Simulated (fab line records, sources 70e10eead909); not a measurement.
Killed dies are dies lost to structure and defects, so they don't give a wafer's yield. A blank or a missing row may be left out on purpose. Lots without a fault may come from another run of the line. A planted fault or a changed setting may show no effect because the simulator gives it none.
fab line records | flow nand_harc | part 1 of 2: steps 1 to 4 of 6
record lots=24 wafers=72 last_day=24
route steps=1159 shown A_STAIRCASE@699 A_SGD_CUT@759
lots that met no fault: from a run of the same line without faults
start_h: hours from the record's first day to the start of the lot's first wafer shown | wait_h: hours since the lot's step before | " the same as in the row above | L1.1+2: a row that stands for several wafers | - no value, or no start given | * or withheld: withheld | < > ~ a bound
route shown NAME@n: a module of which the file shows steps, and the number in the route of the first | usual: mean/standard deviation of fault-free wafers | same: alike in all rows | chamber/n: place in a boat | sites: the reading at each site | _std_site: their standard deviation | _edge_site: outer sites' mean less inner sites' | radius_mm: how far each site lies from the wafer's centre | mask NAME#n: copy n | behind: the tool/chamber that last shaped the wafer | hold: why the lot was held/for how many hours/how that ended | device: the transistor (n, p or np) that didn't switch | end of line: the same wafers' tests at the end of the route | a step without rows: its recipe alone | killed: dies lost to structure and defects at the first sort, not the wafer's yield | map: a wafer's dies, x killed, . not, _ none there
set.NAME: the setting as run; set.NAME@STEP: as run at that earlier step | model.NAME: the simulator's own value behind a step, which no gauge read
steps of the route over a sample of lots; a table a step, a row a wafer
services: from which hour (start_h, from the record's first day; less than 0 if before it) a tool's chamber was out of use, for how many hours, and why
## steps
# step NHARC_A_STAIRCASE_ETCHBACK_416
# recipe target_depth_a=360 time_s=7.2 c4f8_flow_sccm=withheld o2_flow_sccm=8 ar_flow_sccm=withheld rf_w=600 bias_w=800 chemistry=C4F8/O2/Ar
# usual oes_product_au=0.94/0.033 rf_vpp_V=723/5.3
# columns lot.wafer tool chamber start_h wait_h oes_product_au rf_hours_counter_h rf_vpp_V
L074.3 rie_diel-10 1 - - 0.93 35 718
L074.2 " 2 " " 0.92 34 718
L074.6 " 3 " " 0.92 - 722
L075.3 rie_diel-01 1 - - 0.93 47 723
L075.4 " 2 " " 0.93 46 723
L075.5 " 1 " " 0.92 - 724
L076.2 rie_diel-10 1 - - 0.93 36 717
L076.5 " 2 " " 0.93 - 719
L076.6 " 3 " " 0.93 - 722
L077.3 rie_diel-12 0 - - 0.92 29 731
L077.6 " 3 " " 0.94 - 730
L077.5 " 1 " " 0.93 - 729
L079.2 rie_diel-10 0 - - 0.93 43 721
L079.3 " 1 " " 0.93 41 717
L079.6 " 2 " " 0.92 - 718
L080.1 rie_diel-01 1 - - 1.01 51 725
L080.6 " 1 " " 1.01 - 725
L080.5 " 2 " " 1.00 - 724
L078.4 rie_diel-12 1 - - 0.92 31 728
L078.3 " 3 " " 0.93 29 730
L078.5 " 2 " " 0.93 - 715
L081.2 rie_diel-10 0 - - 1.00 45 721
L081.1 " 2 " " 0.99 43 719
L081.6 " 1 " " 1.00 - 718
L083.2 rie_diel-12 0 - - 0.92 40 729
L083.3 " 1 " " 0.92 39 727
L083.4 " 2 " " 0.93 35 716
L082.4 rie_diel-12 2 - - 0.92 36 716
L082.2 " 3 " " 0.93 39 730
L082.6 " 1 " " 0.94 - 727
L084.1 rie_diel-01 1 - - 1.01 2 726
L084.5 " 0 " " 1.00 - 715
L084.6 " 1 " " 1.00 - 724
L085.1 rie_diel-10 3 - - 0.92 49 722
L085.5 " 0 " " 0.92 - 720
L085.6 " 1 " " 0.92 - 717
L086.3 rie_diel-01 3 - - 1.00 8 727
L086.2 " 0 " " 1.00 8 716
L086.5 " 2 " " 1.00 - 724
L087.2 rie_diel-12 3 - - 0.93 48 730
L087.3 " 1 " " 0.91 48 727
L087.5 " 2 " " 0.93 - 715
L089.2 rie_diel-01 0 - - 0.93 17 716
L089.3 " 2 " " 0.93 16 723
L089.5 " 1 " " 0.93 - 725
L088.2 rie_diel-12 0 - - 0.93 58 729
L088.4 " 1 " " 0.93 57 728
L088.5 " 0 " " 0.92 - 731
L090.1 rie_diel-01 0 - - 0.92 20 716
L090.3 " 1 " " 0.94 19 724
L090.5 " 0 " " 0.93 - 714
L091.1 rie_diel-12 2 - - 0.90 54 716
L091.5 " 0 " " 0.92 - 730
L091.6 " 1 " " 0.93 - 728
L092.1 rie_diel-10 1 - - 1.00 2 717
L092.4 " 2 " " 1.01 - 716
L092.6 " 1 " " 0.99 - 717
L093.2 rie_diel-12 2 - - 0.90 57 716
L093.3 " 3 " " 0.92 59 729
L093.6 " 3 " " 0.92 - 731
L095.3 rie_diel-01 1 - - 0.94 25 725
L095.5 " 0 " " 0.93 - 716
L095.6 " 1 " " 0.94 - 723
L096.1 rie_diel-10 1 - - 0.99 8 718
L096.2 " 2 " " 0.99 9 716
L096.3 " 0 " " 1.00 6 720
L094.3 rie_diel-01 3 - - 0.92 26 727
L094.1 " 1 " " 0.93 26 724
L094.5 " 3 " " 0.93 - 727
L097.2 rie_diel-01 0 - - 0.92 37 715
L097.3 " 1 " " 0.93 37 724
L097.5 " 0 " " 0.92 - 717
# step NHARC_A_STAIRCASE_DESCUM_443
# recipe time_s=3 o2_flow_sccm=200 ar_flow_sccm=0 bias_power_w=0 chemistry=O2
# usual drypump_motor_current_A=5.6/0.54 oes_product_au=1.001/0.0071 rf_vpp_V=57.8/1.1 showerhead_plenum_p_Torr=1.91/0.1 throttle_valve_pct=11.312/0.01
# same bias_power_w=0
# columns lot.wafer tool chamber start_h wait_h drypump_motor_current_A oes_product_au rf_hours_counter_h rf_vpp_V showerhead_plenum_p_Torr throttle_valve_pct
L075.4 rie_diel-01 0 308.82 - 6.4 1.005 55 57.7 1.78 11.320
L075.3 " 3 " " 6.3 1.009 55 58.4 2.00 11.306
L075.5 " 0 " " 6.3 1.005 - 56.7 1.78 11.312
L074.3 rie_diel-10 3 308.98 - 5.0 0.995 36 58.0 1.88 11.325
L074.2 " 1 " " 5.9 1.001 47 57.4 1.80 11.296
L074.6 " 0 " " 5.6 1.010 - 59.4 1.86 11.302
L076.2 rie_diel-12 1 309.45 - 5.2 1.003 37 58.5 2.01 11.318
L076.6 " 0 " " 5.5 1.001 - 59.1 2.06 11.307
L076.5 " 1 " " 5.2 1.002 - 58.1 2.01 11.317
L080.1 rie_diel-10 0 327.11 - 5.6 1.001 54 55.7 1.86 11.309
L080.6 " 3 " " 5.0 0.996 - 58.5 1.88 11.305
L080.5 " 0 " " 5.6 1.003 - 58.0 1.86 11.334
L079.2 rie_diel-10 2 327.16 - 5.3 0.990 51 57.7 1.80 11.315
L079.3 " 0 " " 5.6 1.005 54 56.7 1.86 11.308
L079.6 " 3 " " 5.0 0.994 - 57.6 1.88 11.309
L077.3 rie_diel-01 1 327.20 - 5.6 1.006 1 58.1 1.94 11.310
L077.5 " 0 " " 6.4 0.997 - 56.8 1.77 11.316
L077.6 " 1 " " 5.6 1.006 - 57.3 1.94 11.320
L078.4 rie_diel-12 2 327.40 - 4.9 0.997 39 56.6 1.77 11.316
L078.3 " 0 " " 5.5 1.013 44 60.0 2.06 11.322
L078.5 " 2 " " 4.9 1.004 - 56.1 1.77 11.310
L081.2 rie_diel-12 3 340.89 - 5.4 0.985 49 58.8 2.06 11.314
L081.1 " 1 " " 5.2 1.009 49 58.6 2.00 11.297
L081.6 " 0 " " 5.5 0.995 - 59.3 2.06 11.303
L083.4 rie_diel-10 2 352.21 - 5.3 1.006 63 56.4 1.80 11.308
L083.3 " 3 " " 5.0 0.994 54 56.0 1.88 11.311
L083.2 " 0 " " 5.6 1.003 64 59.0 1.85 11.319
L082.2 rie_diel-01 3 352.56 - 6.3 0.994 13 58.2 2.00 11.298
L082.4 " 0 " " 6.3 0.990 13 56.2 1.77 11.305
L082.6 " 2 " " 6.7 0.994 - 58.2 1.90 11.310
L084.1 rie_diel-10 2 364.50 - 5.3 0.997 0 57.1 1.80 11.312
L084.6 " 3 " " 5.0 0.992 - 56.5 1.88 11.299
L084.5 " 0 " " 5.6 0.996 - 59.3 1.85 11.310
L086.3 rie_diel-10 3 378.05 - 5.0 0.991 4 58.7 1.88 11.326
L086.2 " 0 " " 5.6 1.012 4 56.1 1.85 11.295
L086.5 " 1 " " 5.8 1.001 - 56.4 1.79 11.319
L085.1 rie_diel-12 3 378.08 - 5.3 1.003 61 58.8 2.06 11.329
L085.5 " 1 " " 5.2 0.993 - 57.1 2.00 11.311
L085.6 " 2 " " 4.9 0.990 - 56.8 1.77 11.309
L087.3 rie_diel-01 3 378.26 - 6.3 1.008 23 60.0 2.00 11.307
L087.2 " 0 " " 6.4 1.002 23 57.2 1.77 11.300
L087.5 " 3 " " 6.3 1.006 - 58.3 2.00 11.308
L089.3 rie_diel-12 1 394.56 - 5.2 0.997 1 59.7 2.00 11.319
L089.2 " 2 " " 4.9 1.002 1 59.6 2.08 11.317
L089.5 " 3 " " 5.4 1.012 - 59.7 2.06 11.323
L088.4 rie_diel-01 0 394.72 - 6.3 0.996 32 58.1 1.76 11.318
L088.2 " 1 " " 5.7 1.017 32 58.0 1.92 11.319
L088.5 " 2 " " 6.6 0.993 - 58.2 1.90 11.327
L090.1 rie_diel-12 0 399.48 - 5.5 1.016 4 57.5 2.05 11.310
L090.3 " 3 " " 5.4 1.008 4 56.3 2.05 11.316
L090.5 " 1 " " 5.2 1.008 - 56.7 2.00 11.308
L091.1 rie_diel-01 2 399.65 - 6.6 0.997 32 57.9 1.90 11.312
L091.5 " 2 " " 6.6 1.003 - 58.1 1.90 11.325
L091.6 " 3 " " 6.3 0.998 - 57.4 1.99 11.312
L092.1 rie_diel-12 0 404.64 - 5.6 0.995 5 57.5 2.05 11.299
L092.4 " 3 " " 5.3 1.006 5 59.3 2.05 11.302
L092.6 " 0 " " 5.6 1.002 - 57.9 2.05 11.315
L093.3 rie_diel-01 2 404.80 - 6.6 1.001 35 59.4 1.90 11.309
L093.2 " 1 " " 5.6 1.006 36 58.1 1.92 11.293
L093.6 " 2 " " 6.6 0.996 - 56.8 1.90 11.325
L095.3 rie_diel-10 0 415.38 - 5.6 0.996 16 57.8 1.85 11.321
L095.5 " 2 " " 5.3 1.005 - 56.1 1.79 11.310
L095.6 " 3 " " 5.0 1.001 - 57.4 1.87 11.288
L094.1 rie_diel-12 3 415.54 - 5.4 1.000 8 58.5 2.05 11.286
L094.3 " 0 " " 5.5 0.988 9 57.1 2.05 11.323
L094.5 " 2 " " 4.8 0.998 - 59.7 2.07 11.314
L096.2 rie_diel-01 2 415.70 - 6.6 1.001 38 58.8 1.90 11.324
L096.3 " 3 " " 6.2 1.007 39 55.3 1.99 11.332
L096.1 " 0 " " 6.3 0.999 39 55.4 1.76 11.329
L097.3 rie_diel-10 3 449.17 - 5.0 1.001 28 57.3 1.87 11.305
L097.2 " 0 " " 5.6 1.004 27 58.4 1.84 11.322
L097.5 " 0 " " 5.6 0.999 - 57.2 1.84 11.316
# step NHARC_A_STAIRCASE_DEP_471
# recipe target_thk_a=1000 temp_c=400 pressure_torr=6.5 rf_w=900 teos_flow_sccm=161.4 flow_sccm=2650 target_thk_nm=100 gas=O2 material=SiO2
# usual heater_power_w=566/75 susceptor_temp_C=400.07/0.22 throttle_valve_pct=15.9/0.64
# columns lot.wafer tool chamber start_h wait_h heater_power_w susceptor_temp_C throttle_valve_pct
L075.3 pecvd-01 0 313.37 - 616 400.38 15.6
L075.5 " 1 " " 601 400.10 15.6
L075.4 " 2 " " 405 400.09 16.8
L074.2 pecvd-02 1 313.66 - 614 399.45 16.1
L074.3 " 2 " " 575 400.37 15.1
L074.6 " 2 " " 588 400.06 15.1
L076.2 pecvd-02 2 314.02 - 634 399.90 15.1
L076.5 " 0 " " 609 399.81 17.3
L076.6 " 2 " " 637 399.94 14.9
L080.1 pecvd-01 2 331.69 - 474 399.80 16.6
L080.5 " 2 " " 477 400.40 16.7
L080.6 " 0 " " 481 400.37 15.5
L077.3 pecvd-01 2 332.04 - 430 399.95 16.6
L077.5 " 2 " " 433 400.17 16.7
L077.6 " 1 " " 489 400.08 15.4
L078.3 pecvd-02 0 332.09 - 572 400.06 17.1
L078.4 " 0 " " 590 400.35 17.2
L078.5 " 1 " " 570 399.82 16.4
L079.3 pecvd-02 0 332.94 - 538 400.64 17.2
L079.2 " 1 " " 647 400.52 16.1
L079.6 " 1 " " 649 399.82 16.0
L081.2 pecvd-01 2 345.40 - 419 399.92 16.6
L081.1 " 0 " " 561 400.06 15.5
L081.6 " 1 " " 477 400.56 15.6
L083.2 pecvd-03 0 356.57 - 483 400.00 15.8
L083.3 " 2 " " 672 399.79 15.0
L083.4 " 2 " " 664 400.37 15.3
L082.2 pecvd-01 0 357.01 - 528 400.47 15.7
L082.4 " 0 " " 532 400.41 15.7
L082.6 " 1 " " 609 400.05 15.8
L084.1 pecvd-01 0 369.00 - 619 400.16 15.5
L084.6 " 2 " " 417 400.17 16.7
L084.5 " 0 " " 469 400.00 15.4
L086.3 pecvd-01 1 382.63 - 572 400.13 15.8
L086.2 " 0 " " 533 400.14 15.7
L086.5 " 0 " " 531 400.21 15.5
L085.1 pecvd-03 0 382.94 - 555 399.85 16.2
L085.6 " 0 " " 555 399.71 16.1
L085.5 " 1 " " 648 400.21 16.3
L087.3 pecvd-01 2 382.98 - 469 400.24 16.5
L087.2 " 1 " " 478 400.05 15.7
L087.5 " 0 " " 578 399.68 15.6
L089.2 pecvd-03 2 398.98 - 588 400.40 15.3
L089.3 " 0 " " 605 400.10 16.3
L089.5 " 1 " " 549 400.17 16.0
L088.2 pecvd-03 1 399.13 - 672 400.22 16.3
L088.5 " 2 " " 727 400.02 15.5
L088.4 " 0 " " 584 400.07 15.9
L090.1 pecvd-03 2 403.81 - 721 400.29 15.4
L090.3 " 1 " " 641 399.90 15.8
L090.5 " 2 " " 717 399.93 15.4
L091.1 pecvd-02 2 404.08 - 641 400.15 14.9
L091.5 " 0 " " 512 400.22 16.5
L091.6 " 1 " " 588 400.09 15.8
L092.1 pecvd-02 0 408.95 - 527 400.20 16.6
L092.4 " 0 " " 515 400.21 16.5
L092.6 " 1 " " 563 399.99 15.8
L093.3 pecvd-02 2 409.30 - 612 399.84 15.0
L093.2 " 1 " " 629 400.08 15.9
L093.6 " 0 " " 472 399.96 16.6
L095.3 pecvd-02 0 420.20 - 518 400.37 16.8
L095.5 " 1 " " 534 400.34 15.9
L095.6 " 2 " " 640 400.28 14.9
L094.1 pecvd-02 2 420.32 - 559 399.95 14.9
L094.3 " 0 " " 553 399.94 16.8
L094.5 " 1 " " 629 400.03 15.8
L096.2 pecvd-02 0 420.49 - 485 399.87 16.7
L096.1 " 1 " " 597 400.20 16.0
L096.3 " 2 " " 579 399.96 14.9
L097.2 pecvd-02 0 454.38 - 465 400.26 16.6
L097.3 " 2 " " 584 399.84 15.3
L097.5 " 0 " " 481 400.31 16.6
# step NHARC_A_SGD_CUT_OVL_MEAS_10
# usual overlay_x_nm=0.1/0.92 overlay_y_nm=0.1/0.81
# columns lot.wafer tool chamber start_h wait_h overlay_x_nm overlay_y_nm
L075.3 overlay-02 - 314.71 - -0.1 1.8
L075.4 " - " " -0.2 1.3
L075.5 " - " " -0.3 1.3
L074.2 overlay-02 - 315.13 - 0.1 -1.2
L074.3 " - " " 0.1 -1.1
L074.6 " - " " 0.8 -0.9
L076.2 overlay-02 - 315.48 - 0.7 1.1
L076.5 " - " " 0.3 1.2
L076.6 " - " " 0.9 0.3
L080.1 overlay-01 - 333.25 - -0.9 1.1
L080.5 " - " " -0.4 1.3
L080.6 " - " " -0.6 1.4
L078.3 overlay-01 - 333.58 - -0.2 0.1
L078.4 " - " " -0.5 0.1
L078.5 " - " " -0.7 0.5
L077.3 overlay-02 - 333.73 - -0.1 -0.3
L077.5 " - " " -0.5 -0.1
L077.6 " - " " 0.1 0.2
L079.2 overlay-01 - 334.29 - -0.2 -0.2
L079.3 " - " " 0.1 0.0
L079.6 " - " " 0.0 -0.5
L081.1 overlay-02 - 346.90 - -0.4 -0.5
L081.2 " - " " -0.5 -0.1
L081.6 " - " " 0.2 -0.1
L083.2 overlay-01 - 358.09 - 0.3 -1.2
L083.3 " - " " 0.7 -1.1
L083.4 " - " " 0.0 -0.8
L082.2 overlay-02 - 358.57 - 1.6 -0.1
L082.4 " - " " 1.7 -0.3
L082.6 " - " " 1.6 -0.4
L084.1 overlay-02 - 370.66 - 0.2 0.3
L084.5 " - " " -0.3 -0.1
L084.6 " - " " -0.7 0.4
L086.2 overlay-02 - 384.20 - 0.1 0.7
L086.3 " - " " 0.0 1.3
L086.5 " - " " 0.0 0.6
L085.1 overlay-01 - 384.43 - -1.3 -0.8
L085.5 " - " " -0.9 -0.6
L085.6 " - " " -0.8 -0.7
L087.2 overlay-01 - 384.62 - 0.1 -0.4
L087.3 " - " " -0.5 -0.6
L087.5 " - " " -1.1 -0.9
L089.2 overlay-02 - 400.45 - -1.5 0.3
L089.3 " - " " -1.9 0.6
L089.5 " - " " -1.6 0.2
L088.2 overlay-01 - 400.64 - -0.5 -0.1
L088.4 " - " " -0.8 0.8
L088.5 " - " " 0.0 0.1
L090.1 overlay-02 - 405.32 - 0.9 -0.1
L090.3 " - " " 1.0 -0.4
L090.5 " - " " 0.6 -0.5
L091.1 overlay-02 - 405.57 - 1.5 0.2
L091.5 " - " " 1.7 0.6
L091.6 " - " " 0.9 0.0
L092.1 overlay-02 - 410.46 - 1.3 2.0
L092.4 " - " " 1.2 1.8
L092.6 " - " " 1.3 2.1
L093.2 overlay-02 - 410.67 - -0.2 0.5
L093.3 " - " " 0.2 0.7
L093.6 " - " " -0.5 1.0
L095.3 overlay-01 - 421.65 - -1.0 0.5
L095.5 " - " " -0.9 -0.5
L095.6 " - " " -0.3 -0.3
L094.1 overlay-02 - 421.71 - 1.1 -1.1
L094.3 " - " " 2.2 -1.2
L094.5 " - " " 1.3 -1.1
L096.1 overlay-01 - 422.00 - -0.6 -0.1
L096.2 " - " " -1.2 -0.4
L096.3 " - " " -0.9 -0.2
L097.2 overlay-02 - 455.87 - 1.7 -0.9
L097.3 " - " " 1.8 -0.4
L097.5 " - " " 2.0 -0.4
